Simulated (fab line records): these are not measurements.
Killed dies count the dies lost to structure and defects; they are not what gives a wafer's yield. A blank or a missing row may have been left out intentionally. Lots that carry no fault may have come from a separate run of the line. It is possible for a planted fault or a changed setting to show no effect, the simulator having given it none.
Which tool is to blame?	flow nand-harc	Sampling: 24 lots, 72 wafers, 6 of 1302 route steps

## WHAT EACH GAUGE READ, for each wafer
NHARC_A_CHANNEL_HOLE_D1_CD_MEAS_30. Usual: cd-nm 90.0 nm, standard deviation 1.9.
lot	measured	on	cd-nm (nm)	flag
L074	day 8 09:47	cd-sem-02	93.8 93.4 90.8	
L075	day 9 15:45	cd-sem-02	88.9 90.5 88.3	
L076	day 9 20:47	cd-sem-02	86.2 91.0 90.1	
L077	day 10 19:47	cd-sem-01	89.0 92.8 88.8	
L078	day 10 17:38	cd-sem-02	92.5 92.0 94.5	
L079	day 11 05:10	cd-sem-01	89.2 92.7 92.7	
L080	day 11 02:09	cd-sem-01	94.9 91.6 93.8	
L081	day 11 22:22	cd-sem-03	89.2 90.7 91.0	
L082	day 12 03:23	cd-sem-03	87.7 90.8 89.7	
L083	day 12 14:34	cd-sem-02	91.0 90.1 90.3	
L084	day 13 09:14	cd-sem-01	89.1 91.2 90.7	
L085	day 13 13:07	cd-sem-01	88.6 88.8 91.5	
L086	day 13 16:41	cd-sem-01	93.3 90.9 89.3	
L087	day 14 01:41	cd-sem-03	87.7 90.4 91.0	
L088	day 15 13:49	cd-sem-02	89.1 92.8 90.0	
L089	day 15 06:25	cd-sem-03	88.9 87.0 87.9	
L090	day 15 22:06	cd-sem-01	90.3 85.9 90.5	
L091	day 16 05:17	cd-sem-02	87.8 90.1 88.9	
L092	day 16 07:31	cd-sem-03	91.9 91.1 89.3	
L093	day 17 01:22	cd-sem-01	90.8 86.1 89.8	
L094	day 16 21:13	cd-sem-02	88.5 89.0 89.0	
L095	day 17 13:29	cd-sem-02	85.9 89.0 88.4	
L096	day 17 18:06	cd-sem-02	92.0 87.5 90.0	
L097	day 18 14:13	cd-sem-03	90.6 88.6 87.5	

NHARC_A_CHANNEL_FILL_D1_INSPECT_13. Usual: raw-defect-count 304, standard deviation 110.
lot	measured	on	raw-defect-count	flag
L074	day 10 07:14	defect-inspect-01	174 284 509	
L075	day 11 18:03	defect-inspect-02	368 168 270	
L076	day 11 23:22	defect-inspect-01	169 214 214	
L077	day 12 19:26	defect-inspect-02	301 569 381	
L078	day 12 19:27	defect-inspect-01	295 319 322	
L079	day 13 10:22	defect-inspect-02	213 291 325	
L080	day 13 03:08	defect-inspect-02	294 179 213	
L081	day 14 00:45	defect-inspect-02	267 233 318	
L082	day 14 07:57	defect-inspect-01	267 283 394	
L083	day 14 15:52	defect-inspect-01	230 452 253	
L084	day 15 11:47	defect-inspect-02	350 487 158	
L085	day 15 16:14	defect-inspect-01	382 387 323	
L086	day 16 00:59	defect-inspect-01	395 335 425	
L087	day 16 00:59	defect-inspect-02	326 269 577	
L088	day 17 14:11	defect-inspect-02	270 288 271	
L089	day 17 09:15	defect-inspect-02	339 401 357	
L090	day 17 23:49	defect-inspect-02	257 325 374	
L091	day 18 06:13	defect-inspect-01	170 262 190	
L092	day 18 06:13	defect-inspect-02	348 187 210	
L093	day 19 01:05	defect-inspect-02	212 392 495	
L094	day 19 01:05	defect-inspect-01	526 580 494	
L095	day 19 15:05	defect-inspect-01	197 231 220	
L096	day 19 21:36	defect-inspect-02	170 360 346	
L097	day 20 17:38	defect-inspect-01	225 139 144	

## TOOL THAT RAN EACH LOT (tool first, then ch and the chambers of the sampled wafers, then the start)
lot	NHARC_P_M2_ETCH_28	NHARC_P_BONDPAD_PVD_27	NHARC_A_ZERO_WELL_DESCUM_12	NHARC_A_ZERO_WELL_ETCH_19
L074	rie-diel-04 ch 0,3, day 6 12:13 or earlier	pvd-sputter-03, day 6 12:13 or earlier	rie-diel-12 ch 0,1, day 6 12:13	rie-diel-12 ch 0,2, day 6 12:18
L075	rie-diel-11 ch 0,1,2, day 7 10:23 or earlier	pvd-sputter-02, day 7 10:23 or earlier	rie-diel-12 ch 0,1,3, day 7 10:23	rie-diel-12 ch 0,1,2, day 7 10:28
L076	rie-diel-04 ch 0,2,3, day 7 18:43 or earlier	pvd-sputter-02, day 7 18:43 or earlier	rie-diel-06 ch 1,2,3, day 7 18:43	rie-diel-06 ch 0,1,2, day 7 18:49
L077	rie-diel-04 ch 0,2,3, day 8 01:38 or earlier	pvd-sputter-03, day 8 01:38 or earlier	rie-diel-12 ch 1,2, day 8 01:38	rie-diel-12 ch 1,2, day 8 01:43
L078	rie-diel-11 ch 0,3, day 8 14:19 or earlier	pvd-sputter-03, day 8 14:19 or earlier	rie-diel-12 ch 1,3, day 8 14:19	rie-diel-12 ch 0,2, day 8 14:25
L079	rie-diel-11 ch 1,2,3, day 9 00:38 or earlier	pvd-sputter-01, day 9 00:38 or earlier	rie-diel-12 ch 0,1, day 9 00:38	rie-diel-12 ch 0,3, day 9 00:43
L080	rie-diel-11 ch 1,2, day 9 02:39 or earlier	pvd-sputter-01, day 9 02:39 or earlier	rie-diel-12 ch 0,3, day 9 02:39	rie-diel-12 ch 0,3, day 9 02:44
L081	rie-diel-11 ch 0,1,2, day 9 16:08 or earlier	pvd-sputter-01, day 9 16:08 or earlier	rie-diel-12 ch 0,1,2, day 9 16:08	rie-diel-12 ch 0,1,3, day 9 16:12
L082	rie-diel-04 ch 0,1,3, day 10 01:42 or earlier	pvd-sputter-01, day 10 01:42 or earlier	rie-diel-12 ch 0,2,3, day 10 01:42	rie-diel-12 ch 0,1,2, day 10 01:47
L083	rie-diel-10 ch 0,2, day 10 14:53 or earlier	pvd-sputter-02, day 10 14:53 or earlier	rie-diel-12 ch 1,3, day 10 14:53	rie-diel-12 ch 1,2,3, day 10 14:58
L084	rie-diel-04 ch 0,1, day 11 01:40 or earlier	pvd-sputter-01, day 11 01:40 or earlier	rie-diel-12 ch 1,2, day 11 01:40	rie-diel-12 ch 0,3, day 11 01:44
L085	rie-diel-10 ch 0,1,3, day 11 10:23 or earlier	pvd-sputter-01, day 11 10:23 or earlier	rie-diel-12 ch 0,2, day 11 10:23	rie-diel-12 ch 1,2,3, day 11 10:28
L086	rie-diel-04 ch 0,2,3, day 11 14:07 or earlier	pvd-sputter-02, day 11 14:07 or earlier	rie-diel-06 ch 0,2,3, day 11 14:07	rie-diel-06 ch 0,1,3, day 11 14:13
L087	rie-diel-10 ch 0,1,3, day 12 04:49 or earlier	pvd-sputter-01, day 12 04:49 or earlier	rie-diel-02 ch 0,2, day 12 04:49	rie-diel-02 ch 0,1,3, day 12 04:54
L088	rie-diel-10 ch 1,2,3, day 13 02:59 or earlier	pvd-sputter-03, day 13 02:59 or earlier	rie-diel-12 ch 0,1,3, day 13 02:59	rie-diel-12 ch 0,1,2, day 13 03:04
L089	rie-diel-04 ch 2,3, day 13 03:47 or earlier	pvd-sputter-03, day 13 03:47 or earlier	rie-diel-12 ch 1,2, day 13 03:47	rie-diel-12 ch 0,3, day 13 03:52
L090	rie-diel-11 ch 0,2,3, day 13 21:27 or earlier	pvd-sputter-03, day 13 21:27 or earlier	rie-diel-12 ch 1,2, day 13 21:27	rie-diel-12 ch 1,2,3, day 13 21:34
L091	rie-diel-04 ch 0,3, day 14 03:00 or earlier	pvd-sputter-01, day 14 03:00 or earlier	rie-diel-12 ch 0,1,3, day 14 03:00	rie-diel-12 ch 0,2,3, day 14 03:05
L092	rie-diel-10 ch 0,1,3, day 14 03:39 or earlier	pvd-sputter-02, day 14 03:39 or earlier	rie-diel-12 ch 1,2, day 14 03:39	rie-diel-12 ch 1,2, day 14 03:44
L093	rie-diel-10 ch 0,3, day 14 21:24 or earlier	pvd-sputter-03, day 14 21:24 or earlier	rie-diel-02 ch 0,2,3, day 14 21:24	rie-diel-02 ch 1,2, day 14 21:28
L094	rie-diel-11 ch 0,2,3, day 14 21:48 or earlier	pvd-sputter-02, day 14 21:48 or earlier	rie-diel-06 ch 2,3, day 14 21:48	rie-diel-06 ch 0,1,2, day 14 21:53
L095	rie-diel-11 ch 0,2, day 15 07:38 or earlier	pvd-sputter-03, day 15 07:38 or earlier	rie-diel-12 ch 0,1,2, day 15 07:38	rie-diel-12 ch 1,2,3, day 15 07:43
L096	rie-diel-11 ch 2,3, day 15 17:49 or earlier	pvd-sputter-02, day 15 17:49 or earlier	rie-diel-12 ch 0,2,3, day 15 17:49	rie-diel-12 ch 1,3, day 15 17:54
L097	rie-diel-10 ch 0,2,3, day 16 12:43 or earlier	pvd-sputter-02, day 16 12:43 or earlier	rie-diel-12 ch 0,1,2, day 16 12:43	rie-diel-12 ch 0,1,3, day 16 12:47
- NHARC_P_M2_ETCH_28: etches the open film in CF4/N2, target depth 30 nm, time 72.99 s.
- NHARC_P_BONDPAD_PVD_27: deposits Cu, target thk 30 nm, time 20.49 s.
- NHARC_A_ZERO_WELL_DESCUM_12: chemistry O2, time 3 s.
- NHARC_A_ZERO_WELL_ETCH_19: etches the open film in N2/H2, target depth 80 nm, overetch 24 nm, time 87.88 s.

## WHAT THE TOOLS THEMSELVES READ (means of the sampled wafers that have a number; where no wafer has one, the mark that the record gives instead)
NHARC_P_M2_ETCH_28. Usual: bias-w 100.0 W, standard deviation 0.31; drypump-motor-current-A 5.7 A, standard deviation 0.54; oes-product-au 1.000 a.u., standard deviation 0.014; rf-vpp-V 315.5 V, standard deviation 1.7; showerhead-plenum-p-Torr 2.71 Torr, standard deviation 0.09; throttle-valve-pct 19.794 %, standard deviation 0.0088.
lot	tool	bias-w (W)	drypump-motor-current-A (A)	oes-product-au (a.u.)	rf-vpp-V (V)	showerhead-plenum-p-Torr (Torr)	throttle-valve-pct (%)	flag
L074	rie-diel-04	100.2	6.0	1.022	317.7	2.80	19.791	
L075	rie-diel-11	100.2	5.7	0.991	314.7	2.65	19.794	
L076	rie-diel-04	100.0	5.8	1.012	316.1	2.79	19.798	
L077	rie-diel-04	99.7	5.8	1.015	317.2	2.79	19.791	
L078	rie-diel-11	100.2	5.6	0.987	314.5	2.70	19.800	
L079	rie-diel-11	99.9	5.7	1.004	316.0	2.69	19.795	
L080	rie-diel-11	99.7	6.1	0.997	313.9	2.62	19.789	
L081	rie-diel-11	100.0	5.7	1.000	314.8	2.64	19.793	
L082	rie-diel-04	100.2	5.5	1.003	317.2	2.80	19.787	
L083	rie-diel-10	100.1	5.7	0.996	314.0	2.59	19.790	
L084	rie-diel-04	99.8	5.2	0.999	317.2	2.81	19.798	
L085	rie-diel-10	100.1	5.8	0.992	314.7	2.68	19.793	
L086	rie-diel-04	100.1	5.8	0.993	316.7	2.79	19.794	
L087	rie-diel-10	99.7	5.8	0.995	314.6	2.68	19.799	
L088	rie-diel-10	100.0	5.8	0.989	314.9	2.63	19.795	
L089	rie-diel-04	99.6	6.0	1.002	316.7	2.77	19.802	
L090	rie-diel-11	100.1	5.9	1.010	315.0	2.67	19.780	
L091	rie-diel-04	100.1	5.7	1.010	318.0	2.80	19.793	
L092	rie-diel-10	100.3	5.8	0.996	314.7	2.68	19.789	
L093	rie-diel-10	100.0	5.9	1.007	315.9	2.71	19.795	
L094	rie-diel-11	99.9	5.9	1.003	315.9	2.67	19.793	
L095	rie-diel-11	99.6	6.0	0.998	313.8	2.62	19.797	
L096	rie-diel-11	100.3	6.2	0.993	314.4	2.64	19.795	
L097	rie-diel-10	100.2	5.9	1.007	314.8	2.66	19.792	

NHARC_P_BONDPAD_PVD_27. Usual: throttle-valve-pct 30.3 %, standard deviation 0.98.
lot	tool	throttle-valve-pct (%)	flag
L074	pvd-sputter-03	29.7	
L075	pvd-sputter-02	31.0	
L076	pvd-sputter-02	31.0	
L077	pvd-sputter-03	29.5	
L078	pvd-sputter-03	30.0	
L079	pvd-sputter-01	30.0	
L080	pvd-sputter-01	29.7	
L081	pvd-sputter-01	30.2	
L082	pvd-sputter-01	30.1	
L083	pvd-sputter-02	30.7	
L084	pvd-sputter-01	30.3	
L085	pvd-sputter-01	30.0	
L086	pvd-sputter-02	30.9	
L087	pvd-sputter-01	30.4	
L088	pvd-sputter-03	29.9	
L089	pvd-sputter-03	29.3	
L090	pvd-sputter-03	29.9	
L091	pvd-sputter-01	29.6	
L092	pvd-sputter-02	32.2	
L093	pvd-sputter-03	29.2	
L094	pvd-sputter-02	30.0	
L095	pvd-sputter-03	29.8	
L096	pvd-sputter-02	30.5	
L097	pvd-sputter-02	30.7	

NHARC_A_ZERO_WELL_DESCUM_12. Usual: drypump-motor-current-A 5.7 A, standard deviation 0.4; oes-product-au 1.002 a.u., standard deviation 0.012; rf-vpp-V 58.0 V, standard deviation 0.96; showerhead-plenum-p-Torr 1.93 Torr, standard deviation 0.11; throttle-valve-pct 11.311 %, standard deviation 0.0093.
lot	tool	drypump-motor-current-A (A)	oes-product-au (a.u.)	rf-vpp-V (V)	showerhead-plenum-p-Torr (Torr)	throttle-valve-pct (%)	flag
L074	rie-diel-12	5.8	1.005	58.1	1.98	11.306	
L075	rie-diel-12	5.8	1.000	58.5	1.99	11.307	
L076	rie-diel-06	5.3	0.989	57.4	1.87	11.319	
L077	rie-diel-12	5.3	1.007	58.1	1.88	11.306	
L078	rie-diel-12	5.7	0.999	58.4	2.06	11.307	
L079	rie-diel-12	6.0	0.995	58.1	1.92	11.314	
L080	rie-diel-12	6.0	0.999	57.5	1.93	11.312	
L081	rie-diel-12	5.6	1.006	57.7	1.90	11.315	
L082	rie-diel-12	5.7	1.009	57.2	1.91	11.316	
L083	rie-diel-12	5.6	1.006	58.8	2.05	11.308	
L084	rie-diel-12	5.3	1.012	58.2	1.88	11.304	
L085	rie-diel-12	5.8	1.015	57.5	1.84	11.307	
L086	rie-diel-06	5.6	0.997	56.6	1.85	11.301	
L087	rie-diel-02	5.9	1.009	58.1	1.92	11.316	
L088	rie-diel-12	5.8	0.992	58.7	1.99	11.310	
L089	rie-diel-12	5.4	0.990	58.0	1.95	11.308	
L090	rie-diel-12	5.3	1.004	56.6	1.88	11.307	
L091	rie-diel-12	5.8	0.986	57.8	1.99	11.304	
L092	rie-diel-12	5.4	0.996	58.0	1.95	11.309	
L093	rie-diel-02	6.1	1.009	58.8	1.99	11.304	
L094	rie-diel-06	5.3	1.006	57.7	1.87	11.308	
L095	rie-diel-12	5.6	0.987	57.8	1.90	11.316	
L096	rie-diel-12	5.7	1.006	58.5	1.91	11.315	
L097	rie-diel-12	5.6	0.990	57.7	1.90	11.310	

NHARC_A_ZERO_WELL_ETCH_19. Usual: bias-w 150.1 W, standard deviation 0.5; drypump-motor-current-A 5.7 A, standard deviation 0.39; oes-product-au 1.002 a.u., standard deviation 0.013; rf-vpp-V 431 V, standard deviation 3.5; showerhead-plenum-p-Torr 2.06 Torr, standard deviation 0.12; throttle-valve-pct 14.173 %, standard deviation 0.0095.
lot	tool	bias-w (W)	drypump-motor-current-A (A)	oes-product-au (a.u.)	rf-vpp-V (V)	showerhead-plenum-p-Torr (Torr)	throttle-valve-pct (%)	flag
L074	rie-diel-12	149.2	5.8	1.007	428	1.96	14.173	
L075	rie-diel-12	149.8	5.6	1.002	430	2.02	14.167	
L076	rie-diel-06	150.3	5.6	0.987	428	1.97	14.179	
L077	rie-diel-12	149.7	5.3	1.000	430	2.00	14.165	
L078	rie-diel-12	150.0	5.8	1.008	427	1.96	14.167	
L079	rie-diel-12	149.3	6.0	1.006	431	2.06	14.173	
L080	rie-diel-12	149.3	5.8	1.007	433	2.13	14.164	
L081	rie-diel-12	150.1	5.8	1.003	432	2.12	14.174	
L082	rie-diel-12	149.7	5.7	0.996	430	2.02	14.176	
L083	rie-diel-12	150.1	5.5	0.999	432	2.10	14.171	
L084	rie-diel-12	150.0	6.0	1.014	432	2.06	14.173	
L085	rie-diel-12	149.9	5.5	1.002	432	2.10	14.171	
L086	rie-diel-06	150.2	5.4	0.998	427	1.94	14.174	
L087	rie-diel-02	150.4	6.1	1.007	433	2.15	14.176	
L088	rie-diel-12	150.2	5.7	1.008	430	2.02	14.176	
L089	rie-diel-12	149.9	6.0	0.996	431	2.06	14.185	
L090	rie-diel-12	149.8	5.5	0.999	431	2.10	14.171	
L091	rie-diel-12	150.0	5.7	0.998	430	2.04	14.174	
L092	rie-diel-12	149.9	5.4	0.993	432	2.09	14.179	
L093	rie-diel-02	149.8	6.1	1.021	430	2.03	14.170	
L094	rie-diel-06	150.5	5.6	1.010	428	1.96	14.168	
L095	rie-diel-12	150.8	5.5	0.996	433	2.10	14.184	
L096	rie-diel-12	150.1	5.7	0.987	435	2.20	14.173	
L097	rie-diel-12	150.3	5.8	0.987	432	2.12	14.174	

## THE ANSWER, worked out from the rows above alone
Rule: take the mean of a lot's wafers that have a number; if it is more than 3 standard deviations from the usual mean, the lot is off. Also off: a lot with no number at a reading for which 4 or more lots have one. Where the step has rows for the other lots, those lots are counted as sound. First the gauges in route order, then the tools' own readings, where a lot's mean is used as printed above. The first step at which some lot is off is used, and at that step the reading that is off furthest; a lot without a number counts as furthest.
None of the lots is off at any reading shown; this tells nothing.

## WHAT WAS PUT IN BY THE SIMULATOR
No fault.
